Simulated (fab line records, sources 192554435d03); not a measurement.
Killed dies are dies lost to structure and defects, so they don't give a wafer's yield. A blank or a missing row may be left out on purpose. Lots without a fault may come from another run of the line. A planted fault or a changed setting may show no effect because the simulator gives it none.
A struck lot beside a sound one | flow n5_finfet | 15 steps out of a route of 1938
Sound: wafers L539.3, L539.5, L539.6. Struck: wafers L544.1, L544.2, L544.4. The cause comes at the end.
At each step with rows: each side's tool, then ch and its chambers, then its first start. Under that, the readings that differ: sound wafers | struck wafers | difference of the means | sigmas: that difference in standard deviations of wafers without a fault.
alike: readings whose means differ by less than 2 such deviations, and words and numbers that are the same on both sides. not compared: withheld readings, readings that some wafer has no value for, bounds like >300 that may hide the same value, and numbers for which the record gives no deviation and whose values overlap.
The two part at a step that has a row with sigmas, a row that says differs or no value, or rows on one side only. Numbers that don't overlap but have no deviation are shown without sigmas and don't part them. A reading that every wafer of one side lacks parts them only if that side has two wafers or more.

first, 2 steps without rows for these wafers: N5_BEOL_M15_SPUTTER_45 (material Cu, target thk 100 nm, time 16.67 s); N5_BEOL_M15_ECD_47 (material Cu, target thk 1860 nm).
N5_BEOL_M15_ANNEAL_48: time 90 s.
  sound on rtp_anneal-02 ch 0, day 13 06:33; struck on rtp_anneal-01 ch 0, day 15 20:56
  alike: wafer_temp_C_max
N5_BEOL_M15_CMP_49: polishes, stops on SiO2, t overpolish 4.9 s, target thk 850 nm.
  sound on cmp-01 ch 0,1, day 13 06:46; struck on cmp-02 ch 0,2,3, day 15 21:14
  reading             | sound         | struck      | difference | sigmas
  motor_current_A (A) | 10.5 10.1 8.2 | 6.7 9.0 6.2 | -2.3       | -2
  alike: barrier_field_endpoint_s, clearing_platen_rpm, overpolish_run_s, platen_rpm
N5_BEOL_M15_THK_MEAS_50: measures by xrf.
  sound on film_metro-02, day 13 07:03; struck on film_metro-02, day 15 21:32
  alike: M15_THK
then, 1 step without rows for these wafers: N5_BEOL_M15_PRE_CLEAN_52 (time 15 s).
N5_BEOL_M15_DEP_53: deposits SiCN from 3MS/NH3, target thk 50 nm, time 17.8 s.
  sound on pecvd-02 ch 0,2, day 13 07:07; struck on pecvd-02 ch 0,1, day 15 21:35
  alike: showerhead_plenum_p_Torr, throttle_valve_pct
  not compared: since_wet_clean_h
N5_BEOL_M15_RS_MEAS_54: measures by four-point-probe.
  sound on film_metro-01, day 13 07:11; struck on film_metro-01, day 15 21:40
  alike: M15_RS
N5_BEOL_M15_INSPECT_55: inspects for defects (darkfield).
  sound on defect_inspect-02, day 13 07:13; struck on defect_inspect-01, day 15 21:41
  reading          | sound     | struck   | difference | sigmas
  raw_defect_count | 89 150 86 | 61 53 57 | -51        | -2
N5_BEOL_M15_RC_MEAS_101:
  sound on prober-01 ch 0, day 13 07:32; struck on prober-01 ch 0, day 15 21:43
  reading           | sound                     | struck                     | difference | sigmas
  COMB_M10 (S/m)    | 1.5e-11 1.46e-11 1.31e-11 | 1.72e-11 2.61e-11 2.14e-11 | +7.33e-12  | +3
  SERP_M11 (ohm/um) | 2.96 3.06 3.03            | 3.20 3.23 3.25             | +0.21      | +2
  alike: etest_temp_c, COMB_M11, COMB_M12, COMB_M13, COMB_M14, COMB_M15, COMB_M5, COMB_M6, COMB_M7, COMB_M8, COMB_M9, SERP_M10, SERP_M12, SERP_M13, SERP_M13_max_site, SERP_M14, SERP_M5, SERP_M6, SERP_M7, SERP_M8, SERP_M9
N5_PASSIVATION_PECVD_00: deposits SiO2 from SiH4/N2O, target thk 200 nm, time 11.2 s.
  sound on pecvd-01 ch 1,2, day 13 08:11; struck on pecvd-04 ch 0,1, day 15 22:41
  alike: heater_power_w, showerhead_plenum_p_Torr, throttle_valve_pct
  not compared: since_wet_clean_h
N5_MIM_BOT_DEGAS_01: time 60 s.
  sound on pvd_sputter-02, day 13 10:17; struck on pvd_sputter-02, day 15 23:53
  alike: heater_power_w
N5_MIM_BOT_SPUTTER_00: material TiN, target thk 35 nm, time 89.7 s.
  sound on pvd_sputter-02, day 13 10:20; struck on pvd_sputter-02, day 15 23:55
  reading                  | sound                | struck               | difference | sigmas
  chamber_pressure_pa (Pa) | 0.4986 0.5001 0.5011 | 0.5406 0.5397 0.5414 | +0.0406    | +41
  throttle_valve_pct (%)   | 30.0 30.2 32.1       | 29.0 28.7 27.2       | -2.5       | -2
then, 1 step without rows for these wafers: N5_MIM_TOP_ALD_00 (deposits Al2O3, purge time 3 s, co reactant pulse time 3 s).
N5_PASSIVATION_PROBE_49:
  the record has rows for the struck wafers here (prober-02, day 16 12:52) and none for the sound ones

WHERE THEY PART
First at N5_BEOL_M15_CMP_49; last, within this record, at N5_PASSIVATION_PROBE_49.

WHY: what the simulator had put in
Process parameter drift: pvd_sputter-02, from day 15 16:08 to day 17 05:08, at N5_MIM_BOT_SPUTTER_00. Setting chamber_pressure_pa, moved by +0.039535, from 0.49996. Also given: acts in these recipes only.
